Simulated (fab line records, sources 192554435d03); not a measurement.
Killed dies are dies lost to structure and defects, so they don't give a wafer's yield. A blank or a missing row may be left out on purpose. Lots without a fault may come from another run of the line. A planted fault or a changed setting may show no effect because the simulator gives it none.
A struck lot beside a sound one | flow n5_finfet | 36 steps out of a route of 1938
Sound: wafers L491.4, L491.5, L491.6. Struck: wafer L503.6. (L503.1, L503.3 of the same lot were not struck and are left out.) The cause comes at the end.
At each step with rows: each side's tool, then ch and its chambers, then its first start. Under that, the readings that differ: sound wafers | struck wafers | difference of the means | sigmas: that difference in standard deviations of wafers without a fault.
alike: readings whose means differ by less than 2 such deviations, and words and numbers that are the same on both sides. not compared: withheld readings, readings that some wafer has no value for, bounds like >300 that may hide the same value, and numbers for which the record gives no deviation and whose values overlap.
The two part at a step that has a row with sigmas, a row that says differs or no value, or rows on one side only. Numbers that don't overlap but have no deviation are shown without sigmas and don't part them. A reading that every wafer of one side lacks parts them only if that side has two wafers or more.

first, 9 steps without rows for these wafers: N5_BEOL_M7_ALD_77 (deposits TaN, target thk 2 nm, pulse time 2 s, purge time 3 s); N5_BEOL_M7_SURFACE_TREAT_79; N5_BEOL_M7_CVD_78 (deposits Co from CCTBA/H2, target thk 2 nm, time 142.3 s); N5_BEOL_M7_SPUTTER_48 (material Cu, target thk 10 nm, time 1.667 s); N5_BEOL_M7_ECD_50 (material Cu, target thk 300 nm); N5_BEOL_M7_ANNEAL_51 (time 90 s); N5_BEOL_M7_CMP_52 (polishes, stops on SiCOH lowk, t overpolish 6.9 s, target thk 80 nm); N5_BEOL_M7_PRE_CLEAN_55 (time 15 s); N5_BEOL_M7_DEP_56 (deposits SiCN from 3MS/NH3, target thk 10 nm, time 17.5 s).
N5_BEOL_M8_ILD_DEP_00: deposits SiCOH lowk from DEMS/porogen, target thk 179.75 nm, time 33.4 s.
  sound on pecvd-04 ch 1,2, day 9 03:25; struck on pecvd-04 ch 2, day 12 06:10
  reading                                            | sound                | struck | difference | sigmas
  heater_power_outer_w (W)                           | 183 177 171          | 116    | -61        | -3
  susceptor_temp_C (C)                               | 300.30 300.13 300.12 | 287.89 | -12.29     | -68
  model.SiCOH_lowk_of_BEOL_M8_ILD_DEP_00.thk_nm (nm) | 176.8 178 177.4      | 194.2  | +16.8      |
  alike: heater_power_w, showerhead_plenum_p_Torr, throttle_valve_pct
then, 1 step without rows for these wafers: N5_BEOL_M8_CURE_74 (cures SiCOH lowk, time 240 s).
N5_BEOL_M8_THK_MEAS_01:
  sound on film_metro-01, day 9 04:29; struck on film_metro-01, day 12 06:45
  reading         | sound             | struck | difference | sigmas
  M8_ILD_THK (nm) | 152.5 153.5 153.0 | 167.7  | +14.7      | +8
then, 23 steps without rows for these wafers: N5_BEOL_M8_PECVD_70 (deposits SiO2 from TEOS/O2, target thk 20 nm, time 22.7 s); N5_BEOL_M8_HM_DEP_02 (deposits TiN, target thk 20 nm); N5_BEOL_M8_COAT_59 (time 60 s, resist thk 100 nm); N5_BEOL_M8_COAT_60 (time 60 s, resist thk 35 nm); N5_BEOL_M8_COAT_05 (resist thk 90 nm); N5_BEOL_M8_EBR_07; N5_BEOL_M8_SOFTBAKE_06 (time 60 s); N5_BEOL_M8_EXPOSE_08 (exposes mask M8); N5_BEOL_M8_PEB_09 (peb time 60 s); N5_BEOL_M8_DEVELOP_10 (develop time 30 s); N5_BEOL_M8_DESCUM_16 (chemistry O2, time 7.9 s); N5_BEOL_M8_ETCH_61 (etches SiARC in CF4, target depth 45.5 nm, time 75.8 s); N5_BEOL_M8_ETCH_62 (etches SOC in N2/H2, target depth 110 nm, overetch 22 nm, time 165 s); N5_BEOL_M8_STRIP_68 (strips in N2/H2); N5_BEOL_M8_STRIP_67 (strips in CF4); N5_BEOL_M8_HM_OPEN_17 (chemistry Cl2/BCl3, target TiN, target depth 20 nm, overetch 6 nm); N5_BEOL_M8_STRIP_19 (strips in O2); N5_BEOL_M8_COAT_63 (time 60 s, resist thk 60 nm); N5_BEOL_M8_COAT_64 (time 60 s, resist thk 12 nm); N5_BEOL_M8_COAT_71 (time 60 s, resist thk 5 nm); N5_BEOL_M8_COAT_22 (resist thk 30 nm); N5_BEOL_M8_EBR_24; N5_BEOL_M8_SOFTBAKE_23 (time 60 s).
N5_BEOL_M8_CMP_52: polishes, stops on SiCOH lowk, t overpolish 6.9 s, target thk 80 nm.
  sound on cmp-04 ch 0,1,3, day 9 13:40; struck on cmp-01 ch 1, day 12 13:07
  reading                                            | sound           | struck | difference | sigmas
  model.SiCOH_lowk_of_BEOL_M8_ILD_DEP_00.thk_nm (nm) | 149.4 150.6 150 | 164.6  | +14.6      |
  alike: motor_current_A, platen_rpm

WHERE THEY PART
First at N5_BEOL_M8_ILD_DEP_00; last, within this record, at N5_BEOL_M8_THK_MEAS_01. Later steps at which nothing parts them and some readings are alike: N5_BEOL_M8_CMP_52.

WHY: what the simulator had put in
Process parameter drift: pecvd-04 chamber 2, from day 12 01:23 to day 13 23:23, at N5_BEOL_M8_ILD_DEP_00. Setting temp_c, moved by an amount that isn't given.
